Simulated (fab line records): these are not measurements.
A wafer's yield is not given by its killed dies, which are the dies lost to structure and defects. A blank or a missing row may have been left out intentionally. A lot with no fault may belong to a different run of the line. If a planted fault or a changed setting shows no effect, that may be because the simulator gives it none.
Chamber matching    flow n5 finfet    N5_MOL_CONTACT_COAG_ALD_27 on ald sin-02: 4 sister chambers
The step deposits SiOC, target thk 17 nm, pulse time 1.5 s, time 2720 s. 4 wafers are shown with their chamber, then 7 later ones without.

EACH WAFER AND ITS CHAMBER
wafer   chamber  heater power outer w (W)
L081.5  3        634
L082.2  2        613
L086.1  1        599
L086.3  0        498

WAFERS WITH NO CHAMBER GIVEN
wafer   heater power outer w (W)
L086.5  497
L091.1  479
L091.4  654
L091.6  489
L095.1  649
L095.4  496
L095.6  677

WHICH CHAMBER EACH ONE RAN IN
wafer   from the rows above           in truth
L086.5  0                             0
L091.1  0                             0
L091.4  can't be placed: 3 or 2 or 1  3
L091.6  0                             0
L095.1  can't be placed: 3 or 2 or 1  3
L095.4  0                             0
L095.6  can't be placed: 3 or 2 or 1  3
Correct placement for 4 of the 7. Not placeable from these rows: 3 (in 3, the candidates include the true chamber). Number placed wrongly: 0.
How it was worked out, from the rows above alone: a wafer's distance from a chamber is the root of the sum, over the readings, of the square of ((its reading less the chamber's mean) divided by the reading's scatter). The wafer belongs to the nearest chamber; if the next one is less than 2 further off, it can't be placed. Each chamber's mean is taken over the wafers shown for it. The scatter (one wafer shown for each chamber): square how far every hidden wafer sits from the nearest shown wafer, average those squares and take the square root.
